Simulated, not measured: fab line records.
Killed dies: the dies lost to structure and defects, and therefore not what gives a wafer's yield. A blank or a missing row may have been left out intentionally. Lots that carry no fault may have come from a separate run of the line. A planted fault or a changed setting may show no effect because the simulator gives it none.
Which of the tools did it?	flow nand harc	72 wafers from 24 lots sampled at 6 of the route's 1302 steps

## WHAT THE GAUGES SHOWED, per wafer
Not one reading of a measure or inspect step in the record can be checked against a usual standard deviation.

## EACH LOT AND THE TOOL THAT RAN IT (in order: tool; ch and the chambers of the sampled wafers; start)
lot	NHARC_A_SGD_CUT_CMP_21	NHARC_A_SLIT_DEP_00	NHARC_A_SLIT_ETCH_29	NHARC_A_WL_FILL_ALD_02	NHARC_A_WL_FILL_STRIP_29	NHARC_A_WL_FILL_CMP_12
L074	cmp-02 ch 0,1, day 19 08:28	acl dep-01 ch 0, day 19 10:14	rie diel-01 ch 1,2, day 19 19:59	ald metal-01 ch 0,1,3, day 20 03:46	rie diel-04 ch 0,1,3, day 20 15:29	cmp-02 ch 0,1,3, day 20 21:24
L075	cmp-04 ch 1,2, day 19 08:28	acl dep-03 ch 0, day 19 10:57	rie diel-09 ch 0,1,3, day 19 23:46	ald metal-01 ch 0,1, day 20 07:26	rie diel-05 ch 0,1,2, day 20 18:15	cmp-02 ch 0,1,3, day 21 00:11
L076	cmp-04 ch 1,2,3, day 20 03:15	acl dep-03 ch 0, day 20 04:37	rie diel-12 ch 0,2,3, day 20 15:04	ald metal-01 ch 0,1,2, day 20 22:44	rie diel-07 ch 0,1,2, day 21 10:25	cmp-04 ch 0,2,3, day 21 17:30
L077	cmp-02 ch 0,2,3, day 20 20:40	acl dep-03 ch 0, day 20 21:44	rie diel-12 ch 2,3, day 21 08:02	ald metal-02 ch 0,1,2, day 21 15:54	rie diel-04 ch 1,2,3, day 22 08:19	cmp-02 ch 0,2,3, day 22 14:21
L078	cmp-04 ch 2,3, day 21 04:20	acl dep-01 ch 0, day 21 10:45	rie diel-12 ch 0,2,3, day 21 19:47	ald metal-04 ch 0,1,3, day 22 04:20	rie diel-07 ch 1,2,3, day 22 15:37	cmp-04 ch 0,2,3, day 22 21:34
L080	cmp-02 ch 0,1,2, day 21 12:13	acl dep-02 ch 0, day 21 18:18	rie diel-09 ch 0,2,3, day 22 05:04	ald metal-02 ch 1,2, day 22 12:45	rie diel-07 ch 0,1, day 22 23:41	cmp-02 ch 0,2,3, day 23 05:38
L079	cmp-04 ch 0,1,2, day 21 15:54	acl dep-02 ch 0, day 21 22:04	rie diel-12 ch 1,2,3, day 22 08:31	ald metal-04 ch 0,1,3, day 22 17:34	rie diel-05 ch 0,2,3, day 23 04:55	cmp-02 ch 0,2,3, day 23 10:51
L083	cmp-01 ch 0,1,3, day 22 19:46	acl dep-03 ch 0, day 22 21:32	rie diel-09 ch 0,2,3, day 23 07:17	ald metal-01 ch 1,2,3, day 23 15:09	rie diel-07 ch 0,2,3, day 24 07:49	cmp-03 ch 0,2,3, day 24 13:08
L081	cmp-04 ch 1,2, day 22 19:46	acl dep-02 ch 0, day 22 22:11	rie diel-12 ch 0,1,3, day 23 07:46	ald metal-02 ch 0,1, day 23 15:00	rie diel-07 ch 0,1,2, day 24 07:06	cmp-04 ch 1,2, day 24 12:59
L082	cmp-02 ch 0,1,2, day 22 19:48	acl dep-01 ch 0, day 22 23:58	rie diel-01 ch 0,2,3, day 23 11:05	ald metal-04 ch 0,1,2, day 23 20:16	rie diel-05 ch 0,1, day 24 07:11	cmp-03 ch 1,2,3, day 24 12:58
L085	cmp-04 ch 0,1,2, day 24 08:13	acl dep-02 ch 0, day 24 09:19	rie diel-12 ch 0,1,3, day 24 19:59	ald metal-02 ch 1,2, day 25 03:25	rie diel-04 ch 2,3, day 25 14:32	cmp-02 ch 1,2,3, day 25 20:28
L084	cmp-01 ch 1,2,3, day 24 08:16	acl dep-03 ch 0, day 24 09:19	rie diel-09 ch 0,1,2, day 24 19:42	ald metal-01 ch 0,1, day 25 03:24	rie diel-07 ch 0,1, day 25 14:31	cmp-03 ch 0,2,3, day 25 20:34
L086	cmp-04 ch 1,2, day 24 08:20	acl dep-03 ch 0, day 24 16:01	rie diel-01 ch 1,2,3, day 25 01:11	ald metal-04 ch 0,2, day 25 08:53	rie diel-04 ch 0,1, day 25 20:10	cmp-02 ch 0,2, day 26 02:25
L087	cmp-04 ch 1,3, day 24 17:31	acl dep-03 ch 0, day 25 00:01	rie diel-12 ch 1,2,3, day 25 09:40	ald metal-01 ch 0,2,3, day 25 17:30	rie diel-05 ch 0,2, day 26 04:43	cmp-04 ch 1,3, day 26 10:43
L089	cmp-04 ch 0,1,2, day 25 04:36	acl dep-02 ch 0, day 25 08:22	rie diel-09 ch 0,1,3, day 25 17:45	ald metal-04 ch 0,1,2, day 26 01:31	rie diel-05 ch 0,1, day 26 15:17	cmp-02 ch 1,2,3, day 26 21:14
L088	cmp-04 ch 1,2, day 25 04:42	acl dep-03 ch 0, day 25 08:06	rie diel-01 ch 0,1,2, day 25 17:52	ald metal-02 ch 0,1,2, day 26 01:25	rie diel-04 ch 0,2, day 26 15:32	cmp-03 ch 1,2,3, day 26 21:13
L091	cmp-04 ch 0,1, day 26 11:59	acl dep-01 ch 0, day 26 13:43	rie diel-01 ch 0,1, day 26 23:35	ald metal-01 ch 2,3, day 27 07:18	rie diel-04 ch 0,3, day 27 18:57	cmp-03 ch 0,1,2, day 28 01:09
L090	cmp-01 ch 1,2,3, day 26 12:01	acl dep-03 ch 0, day 26 16:48	rie diel-09 ch 0,2,3, day 27 02:35	ald metal-02 ch 0,2,3, day 27 12:07	rie diel-04 ch 0,1,3, day 27 22:53	cmp-04 ch 2,3, day 28 04:53
L092	cmp-02 ch 0,2, day 27 13:57	acl dep-02 ch 0, day 27 16:34	rie diel-12 ch 0,2, day 28 02:14	ald metal-02 ch 0,3, day 28 09:56	rie diel-05 ch 0,2,3, day 28 22:54	cmp-03 ch 2,3, day 29 04:53
L093	cmp-01 ch 0,3, day 27 13:58	acl dep-01 ch 0, day 27 17:41	rie diel-09 ch 0,3, day 28 04:11	ald metal-04 ch 0,1, day 28 15:11	rie diel-04 ch 0,2, day 29 04:12	cmp-04 ch 2,3, day 29 10:22
L097	cmp-04 ch 1,2,3, day 28 08:23	acl dep-01 ch 0, day 28 12:38	rie diel-12 ch 0,2,3, day 29 02:04	ald metal-02 ch 2,3, day 29 09:26	rie diel-04 ch 0,2, day 29 20:56	cmp-03 ch 0,2,3, day 30 02:51
L096	cmp-01 ch 1,2,3, day 28 08:23	acl dep-02 ch 0, day 28 09:30	rie diel-09 ch 1,2, day 28 22:17	ald metal-04 ch 0,2,3, day 29 06:08	rie diel-07 ch 0,1,2, day 29 18:41	cmp-02 ch 1,2,3, day 30 00:29
L095	cmp-02 ch 0,3, day 28 08:24	acl dep-03 ch 0, day 28 12:22	rie diel-01 ch 0,1,2, day 29 01:47	ald metal-01 ch 0,2,3, day 29 09:40	rie diel-05 ch 0,3, day 29 18:47	cmp-04 ch 0,2,3, day 30 00:37
L094	cmp-02 ch 0,1, day 28 14:01	acl dep-02 ch 0, day 28 17:43	rie diel-01 ch 1,2,3, day 29 05:55	ald metal-01 ch 0,3, day 29 13:41	rie diel-05 ch 1,2, day 30 02:50	cmp-03 ch 1,2,3, day 30 08:49
- NHARC_A_SGD_CUT_CMP_21: polishes, target thk 148.19 nm.
- NHARC_A_SLIT_DEP_00: deposits aC, target thk 6200 nm.
- NHARC_A_SLIT_ETCH_29: etches the open film in CF4/O2, target depth 100 nm, overetch 10 nm, time 55 s.
- NHARC_A_WL_FILL_ALD_02: deposits TiN, target thk 2 nm, pulse time 3 s, ald cycles 100.
- NHARC_A_WL_FILL_STRIP_29: strips in O2, time 20 s.
- NHARC_A_WL_FILL_CMP_12: polishes, t overpolish 30 s, target thk 100 nm.

## WHAT THE TOOLS THEMSELVES READ (means of the sampled wafers that have a number; where no wafer has one, the mark that the record gives instead)
NHARC_A_SGD_CUT_CMP_21.
lot	tool	motor current A (A)	time to endpoint s (s)
L074	cmp-02	12.7	47.7
L075	cmp-04	12.1	50.1
L076	cmp-04	12.3	52.3
L077	cmp-02	13.0	51.8
L078	cmp-04	12.6	48.0
L080	cmp-02	13.0	49.1
L079	cmp-04	12.3	49.4
L083	cmp-01	12.4	49.3
L081	cmp-04	11.9	48.0
L082	cmp-02	12.9	50.4
L085	cmp-04	12.3	46.7
L084	cmp-01	12.2	50.4
L086	cmp-04	12.3	49.6
L087	cmp-04	13.1	50.0
L089	cmp-04	12.2	49.0
L088	cmp-04	12.5	50.3
L091	cmp-04	12.5	50.6
L090	cmp-01	12.6	53.2
L092	cmp-02	12.2	50.8
L093	cmp-01	12.1	47.6
L097	cmp-04	12.6	53.3
L096	cmp-01	12.5	48.1
L095	cmp-02	12.7	52.3
L094	cmp-02	12.5	50.1

NHARC_A_SLIT_DEP_00.
lot	tool	throttle valve pct (%)
L074	acl dep-01	35.000
L075	acl dep-03	35.001
L076	acl dep-03	35.002
L077	acl dep-03	35.006
L078	acl dep-01	35.002
L080	acl dep-02	35.008
L079	acl dep-02	34.999
L083	acl dep-03	35.000
L081	acl dep-02	34.997
L082	acl dep-01	35.001
L085	acl dep-02	35.004
L084	acl dep-03	35.006
L086	acl dep-03	34.998
L087	acl dep-03	34.996
L089	acl dep-02	34.991
L088	acl dep-03	34.996
L091	acl dep-01	34.994
L090	acl dep-03	34.999
L092	acl dep-02	34.997
L093	acl dep-01	34.995
L097	acl dep-01	34.999
L096	acl dep-02	35.005
L095	acl dep-03	35.007
L094	acl dep-02	35.005

NHARC_A_SLIT_ETCH_29.
lot	tool	drypump motor current A (A)	o2 flow sccm (sccm)	oes product au (a.u.)	rf vpp V (V)	showerhead plenum p Torr (Torr)	throttle valve pct (%)
L074	rie diel-01	5.4	20.00	1.004	199.0	1.36	13.398
L075	rie diel-09	6.2	20.02	0.996	198.5	1.37	13.402
L076	rie diel-12	5.7	20.01	1.009	197.3	1.31	13.396
L077	rie diel-12	5.9	20.02	0.998	197.6	1.35	13.398
L078	rie diel-12	5.7	20.01	0.998	196.7	1.31	13.395
L080	rie diel-09	6.0	19.97	1.002	199.4	1.39	13.412
L079	rie diel-12	5.8	20.05	1.004	198.1	1.34	13.402
L083	rie diel-09	6.0	20.04	1.007	199.0	1.39	13.397
L081	rie diel-12	5.5	19.98	1.006	197.7	1.30	13.395
L082	rie diel-01	5.6	19.98	0.995	198.5	1.35	13.397
L085	rie diel-12	5.6	19.99	1.006	197.7	1.30	13.406
L084	rie diel-09	6.2	20.00	0.999	198.0	1.35	13.400
L086	rie diel-01	5.7	19.98	1.001	197.6	1.36	13.394
L087	rie diel-12	5.8	19.99	1.004	197.2	1.34	13.398
L089	rie diel-09	6.2	19.98	1.006	199.1	1.37	13.392
L088	rie diel-01	5.2	20.02	0.996	198.2	1.39	13.407
L091	rie diel-01	5.2	19.97	0.997	199.4	1.42	13.403
L090	rie diel-09	6.0	20.04	1.000	199.0	1.39	13.390
L092	rie diel-12	5.3	20.00	1.012	196.5	1.28	13.390
L093	rie diel-09	6.0	19.99	1.000	199.5	1.42	13.392
L097	rie diel-12	5.7	19.98	1.010	197.1	1.30	13.394
L096	rie diel-09	6.5	19.99	1.002	196.9	1.30	13.404
L095	rie diel-01	5.2	20.02	1.005	198.7	1.38	13.397
L094	rie diel-01	5.7	20.01	1.002	197.8	1.36	13.396

NHARC_A_WL_FILL_ALD_02.
lot	tool	heater power w (W)	precursor pulse height rel
L074	ald metal-01	1184	0.997
L075	ald metal-01	1148	1.001
L076	ald metal-01	1209	0.994
L077	ald metal-02	1193	0.991
L078	ald metal-04	1105	0.981
L080	ald metal-02	1071	0.985
L079	ald metal-04	1088	0.993
L083	ald metal-01	1164	0.999
L081	ald metal-02	1224	0.995
L082	ald metal-04	1153	1.004
L085	ald metal-02	1101	1.008
L084	ald metal-01	1137	0.989
L086	ald metal-04	1160	0.998
L087	ald metal-01	1300	0.996
L089	ald metal-04	1175	0.991
L088	ald metal-02	1194	0.996
L091	ald metal-01	1241	1.002
L090	ald metal-02	1147	0.989
L092	ald metal-02	1255	1.003
L093	ald metal-04	1117	1.014
L097	ald metal-02	1016	1.022
L096	ald metal-04	1125	0.980
L095	ald metal-01	1314	1.005
L094	ald metal-01	1312	0.995

NHARC_A_WL_FILL_STRIP_29.
lot	tool	drypump motor current A (A)	o2 flow sccm (sccm)	oes product au (a.u.)	rf vpp V (V)	showerhead plenum p Torr (Torr)	throttle valve pct (%)
L074	rie diel-04	5.9	501.0	0.997	58.0	3.55	17.033
L075	rie diel-05	5.8	497.9	1.000	57.3	3.50	17.032
L076	rie diel-07	5.6	499.4	0.999	58.9	3.63	17.028
L077	rie diel-04	6.1	500.2	0.990	57.6	3.59	17.028
L078	rie diel-07	6.0	500.0	1.013	57.3	3.59	17.041
L080	rie diel-07	5.2	499.1	1.000	58.0	3.61	17.040
L079	rie diel-05	5.5	499.0	0.992	57.2	3.45	17.022
L083	rie diel-07	5.6	500.6	1.011	56.9	3.52	17.044
L081	rie diel-07	5.6	499.6	1.006	58.3	3.63	17.031
L082	rie diel-05	5.9	499.5	0.995	57.3	3.64	17.037
L085	rie diel-04	6.6	499.3	1.001	58.3	3.54	17.039
L084	rie diel-07	5.2	499.1	1.005	57.5	3.60	17.044
L086	rie diel-04	5.4	499.4	1.005	58.3	3.59	17.046
L087	rie diel-05	5.3	498.1	1.005	57.1	3.40	17.037
L089	rie diel-05	5.4	500.7	0.994	57.8	3.54	17.028
L088	rie diel-04	6.0	499.8	1.000	58.8	3.74	17.030
L091	rie diel-04	6.3	499.6	1.003	57.3	3.51	17.045
L090	rie diel-04	5.8	499.7	0.995	58.1	3.55	17.034
L092	rie diel-05	5.5	499.4	0.996	57.1	3.45	17.035
L093	rie diel-04	5.7	500.8	0.999	58.2	3.71	17.043
L097	rie diel-04	6.0	500.6	0.997	58.4	3.74	17.045
L096	rie diel-07	5.6	499.0	0.991	58.5	3.62	17.028
L095	rie diel-05	5.3	499.9	0.989	57.3	3.54	17.037
L094	rie diel-05	6.3	500.9	1.002	57.5	3.58	17.042

NHARC_A_WL_FILL_CMP_12.
lot	tool	motor current A (A)	overpolish run s (s)	time to endpoint s (s)
L074	cmp-02	12.7	30.005	21.5
L075	cmp-02	12.5	30.003	20.0
L076	cmp-04	12.9	30.000	20.3
L077	cmp-02	13.5	29.995	20.4
L078	cmp-04	12.7	30.001	19.1
L080	cmp-02	13.2	30.003	23.7
L079	cmp-02	13.4	29.987	19.4
L083	cmp-03	12.7	29.997	21.6
L081	cmp-04	12.2	29.995	21.0
L082	cmp-03	12.1	30.000	20.6
L085	cmp-02	13.6	29.997	18.8
L084	cmp-03	12.6	29.990	21.7
L086	cmp-02	12.4	29.995	22.2
L087	cmp-04	13.3	29.991	20.3
L089	cmp-02	13.3	30.008	18.9
L088	cmp-03	12.3	30.004	17.9
L091	cmp-03	12.5	30.007	19.1
L090	cmp-04	12.7	30.007	22.0
L092	cmp-03	12.1	29.998	19.0
L093	cmp-04	13.1	30.006	18.9
L097	cmp-03	12.5	30.004	19.3
L096	cmp-02	13.1	30.009	18.1
L095	cmp-04	12.2	29.999	17.6
L094	cmp-03	12.5	30.007	16.6

## THE ANSWER, worked out from the rows above alone
Rule: usual is defined by the lots themselves. The widest of any qualifying gaps counts: lots, ordered by their means at a reading, are off when they make up no more than a third of the lots, leave a main group of 4 or more, and stand apart from it by 3 or more times the standard deviation of that group's means. If all means in a main group match to the digits the tables above print for the reading, that group is not used. Also off: a lot with no number at a reading for which 4 or more lots have one. Any other lot the step has rows for is counted as sound. The gauges are gone through in route order, then the tools' own readings, and for those a lot's mean is taken as printed above. The first step at which some lot is off is used, and at that step the reading that is off furthest; a lot without a number counts as furthest.
Across all readings shown, no lot is off: no conclusion can be drawn from this.

## WHAT THE SIMULATOR HAD PUT IN
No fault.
